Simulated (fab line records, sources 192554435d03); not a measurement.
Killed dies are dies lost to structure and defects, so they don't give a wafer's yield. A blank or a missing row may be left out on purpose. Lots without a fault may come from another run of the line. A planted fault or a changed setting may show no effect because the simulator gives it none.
Chamber matching | flow n5_finfet | N5_BEOL_M0_SAQP_MANDREL2_REMOVE_110 on rie_si-01: 4 sister chambers
The step chemistry HBr/Cl2/O2, target a-Si, stops on SiCN, bt time 10 s. 14 wafers are shown with their chamber, then 7 later ones without.

WAFERS WITH THEIR CHAMBER
wafer  | chamber | drypump_motor_current_A (A) | oes_product_au (a.u.)
L077.2 | 1       | 5.7                         | 0.965
L077.3 | 0       | 5.2                         | 0.988
L077.6 | 3       | 4.8                         | 0.985
L078.2 | 2       | 5.1                         | 0.984
L078.5 | 2       | 5.1                         | 0.988
L078.6 | 1       | 5.7                         | 0.979
L082.1 | 1       | 5.7                         | 0.976
L082.2 | 2       | 5.0                         | 0.993
L082.6 | 0       | 5.2                         | 0.998
L088.1 | 1       | 5.7                         | 0.991
L088.2 | 2       | 5.0                         | 0.993
L088.5 | 2       | 5.1                         | 0.996
L092.1 | 0       | 5.2                         | 0.988
L092.3 | 1       | 5.6                         | 0.969

SIGNATURES (means of the wafers above)
reading                 | chamber 0 | chamber 1 | chamber 2 | chamber 3 | scatter within a chamber
drypump_motor_current_A | 5.200     | 5.680     | 5.060     | 4.800     | 0.0447
oes_product_au          | 0.99133   | 0.97600   | 0.99080   | 0.98500   | 0.00749
Rule: a wafer's distance from a chamber is the root of the sum, over the readings, of the square of ((its reading less the chamber's mean) divided by the reading's scatter). The wafer belongs to the nearest chamber; if the next one is less than 2 further off, it can't be placed. The scatter: the root of (the sum of the squares of (reading less its chamber's mean) over the shown wafers, divided by (wafers less chambers)).

WAFERS WITHOUT THEIR CHAMBER
wafer  | drypump_motor_current_A (A) | oes_product_au (a.u.)
L092.5 | 5.7                         | 0.974
L095.2 | 5.0                         | 0.995
L095.5 | 4.8                         | 0.988
L095.6 | 5.2                         | 1.010
L097.2 | 4.8                         | 1.003
L097.4 | 5.7                         | 0.983
L097.6 | 4.8                         | 1.003

WHICH CHAMBER EACH WENT THROUGH
wafer  | from the rows above     | in truth
L092.5 | 1                       | 1
L095.2 | 2                       | 2
L095.5 | 3                       | 3
L095.6 | can't be placed: 0 or 2 | 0
L097.2 | 3                       | 3
L097.4 | 1                       | 1
L097.6 | 3                       | 3
Placed correctly: 6 of 7. Can't be placed from these rows: 1 (the true chamber is among the candidates in 1). Placed wrongly: 0.
